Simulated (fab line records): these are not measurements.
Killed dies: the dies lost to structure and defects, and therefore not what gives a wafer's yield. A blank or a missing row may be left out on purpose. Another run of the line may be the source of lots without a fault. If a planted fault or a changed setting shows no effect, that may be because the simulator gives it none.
Comparing a struck lot with a sound one    flow nand harc    17 out of 1302 route steps
Sound: the wafers L966.2, L966.5, L966.6. Wafers L972.1, L972.3, L972.6 were the ones struck. At the end, the cause is stated.
Per side, at each step with rows, come the tool, then ch with its chambers, and then its first start. Under that, the readings that differ: sound wafers    struck wafers    difference of the means    sigmas: that difference in standard deviations of wafers without a fault.
alike: words and numbers the same on both sides, and readings whose means are apart by under 2 such deviations; not compared: readings that were withheld, readings missing a value for some wafer, numbers with overlapping values and no deviation given by the record, and bounds like >300 which may hide the same value.
A row with sigmas, a row that says differs or no value, or rows on one side alone: a step with any of these is where the two part. Non-overlapping numbers with no deviation appear without sigmas and do not part them. A reading missing from all wafers of one side parts the sides only when that side holds two or more wafers.

first, 3 steps without rows for these wafers: NHARC_P_GATE_DESCUM_93 (chemistry O2, time 3 s); NHARC_P_GATE_IMPLANT_94; NHARC_P_GATE_STRIP_113 (strips in N2/H2, time 740 s).
NHARC_P_GATE_STRIP_95: strips in O2.
  sound on plasma asher-02 ch 0,1, day 8 20:23; struck on plasma asher-01 ch 1, day 11 16:03
  alike: drypump motor current A, heater power w
  not compared: rf hours counter h
then, 1 step without rows for these wafers: NHARC_P_GATE_STRIP_96 (strips in SPM, time 900 s).
NHARC_P_GATE_RTA_64: time 1 s.
  sound on rtp anneal-02 ch 0, day 8 20:59; struck on rtp anneal-02 ch 0, day 11 16:36
  alike: anneal temp c max, lamp power pct, lamp_zone_1_pct, lamp_zone_7_pct, wafer_temp_C_max
then, 5 steps without rows for these wafers: NHARC_P_GATE_ETCH_77 (etches SiO2 in dHF, target depth 6 nm); NHARC_P_GATE_DEGAS_109 (time 60 s); NHARC_P_GATE_PRE_CLEAN_110 (time 30 s); NHARC_P_GATE_SPUTTER_78 (material Ni, target thk 10 nm); NHARC_P_GATE_SPUTTER_79 (material TiN, target thk 10 nm).
NHARC_P_GATE_RTA_80: time 30 s.
  sound on rtp anneal-02 ch 0, day 8 21:37; struck on rtp anneal-01 ch 0, day 11 17:14
reading              sound           struck          difference  sigmas
lamp power pct (%)   2.35 2.36 2.35  2.23 2.23 2.23  -0.12       -2
lamp_zone_1_pct (%)  2.36 2.35 2.36  2.23 2.23 2.23  -0.13       -2
lamp_zone_7_pct (%)  2.47 2.47 2.48  2.34 2.34 2.34  -0.13       -2
  alike: anneal temp c max, wafer_temp_C_max
NHARC_P_GATE_STRIP_67: strips in SPM, time 600 s.
  sound on wet bench-05 ch 1,2,7, day 8 21:47; struck on wet bench-02 ch 3,6,7, day 11 17:26
  alike: bath guard temp C
NHARC_P_GATE_RTA_82: time 30 s.
  sound on rtp anneal-02 ch 0, day 8 22:13; struck on rtp anneal-02 ch 0, day 11 17:45
  alike: anneal temp c max, lamp power pct, lamp_zone_1_pct, lamp_zone_7_pct, wafer_temp_C_max
NHARC_P_GATE_INSPECT_68:
  sound on defect inspect-01, day 8 22:23; struck on defect inspect-02, day 11 17:57
reading           sound        struck       difference  sigmas
raw defect count  265 278 313  447 489 460  +180        +3
NHARC_P_CONTACT_DEP_30: deposits SiNx, target thk 30 nm.
  sound on pecvd-01 ch 0,1,2, day 8 22:27; struck on pecvd-03 ch 0,1,2, day 11 18:03
  alike: heater power w
-- jump in the record: it breaks off in module P_CONTACT and resumes in module END (first step shown: number 1302 of the route), and 19 days separate the struck wafers' starts before and after --
NHARC_END_SORT_01:
  at this point the record logs the struck wafers (prober-02 ch 0, day 30 12:40) and has no rows for the sound ones

WHERE THEY PART
Last at NHARC_END_SORT_01 as far as this record goes, first at NHARC_P_GATE_RTA_80.

WHY: what had been put in by the simulator
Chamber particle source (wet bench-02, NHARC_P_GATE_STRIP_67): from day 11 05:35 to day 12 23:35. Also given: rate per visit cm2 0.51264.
